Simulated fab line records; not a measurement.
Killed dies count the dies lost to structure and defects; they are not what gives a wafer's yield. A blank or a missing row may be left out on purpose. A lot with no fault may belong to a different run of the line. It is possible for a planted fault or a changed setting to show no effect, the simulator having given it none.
Which tool is to blame? + flow nand harc + 6 lots, 18 wafers sampled, at 2 steps of a route of 1159

== WHAT THE GAUGES SHOWED, per wafer ==
NHARC_P_GATE_CD_MEAS_59 targets a cd of 720 nm.
| lot  | measured    | on        | cd nm (nm)        |
|------|-------------|-----------|-------------------|
| L752 | day 5 07:20 | cd sem-01 | 721.8 718.3 720.0 |
| L754 | day 6 01:53 | cd sem-01 | 718.2 718.7 717.1 |
| L756 | day 6 13:28 | cd sem-01 | 717.4 718.7 717.3 |
| L758 | day 7 05:29 | cd sem-03 | 717.3 723.2 719.6 |
| L763 | day 8 13:32 | cd sem-01 | 721.4 722.5 723.0 |
| L766 | day 9 06:42 | cd sem-02 | 721.8 722.0 720.8 |

== TOOL THAT RAN EACH LOT (tool first, then ch and the chambers of the sampled wafers, then the start) ==
| lot  | NHARC_P_ZERO_WELL_PEB_09         |
|------|----------------------------------|
| L752 | litho track-03 ch 0, day 1 19:02 |
| L754 | litho track-02 ch 0, day 2 07:02 |
| L756 | litho track-02 ch 0, day 2 19:09 |
| L758 | litho track-02 ch 0, day 3 07:09 |
| L763 | litho track-02 ch 0, day 4 13:02 |
| L766 | litho track-02 ch 0, day 5 07:22 |
- NHARC_P_ZERO_WELL_PEB_09: peb time 80 s.

== THE ANSWER, worked out from the rows above alone ==
Rule: what is usual is taken from the lots themselves. Put in order of their means at a reading, lots are off if they are a third of the lots or fewer, leave a main group of 4 or more, and stand apart from it by a gap of 3 or more times the standard deviation of the main group's means; of several such gaps the widest counts. Not used: any main group whose means are identical at the precision the tables above print for the reading. A lot without any number at a reading at which 4 lots or more have one is off too. Any other lot the step has rows for is counted as sound.
Across all readings shown, no lot is off: no conclusion can be drawn from this.

== WHAT WAS PUT IN BY THE SIMULATOR ==
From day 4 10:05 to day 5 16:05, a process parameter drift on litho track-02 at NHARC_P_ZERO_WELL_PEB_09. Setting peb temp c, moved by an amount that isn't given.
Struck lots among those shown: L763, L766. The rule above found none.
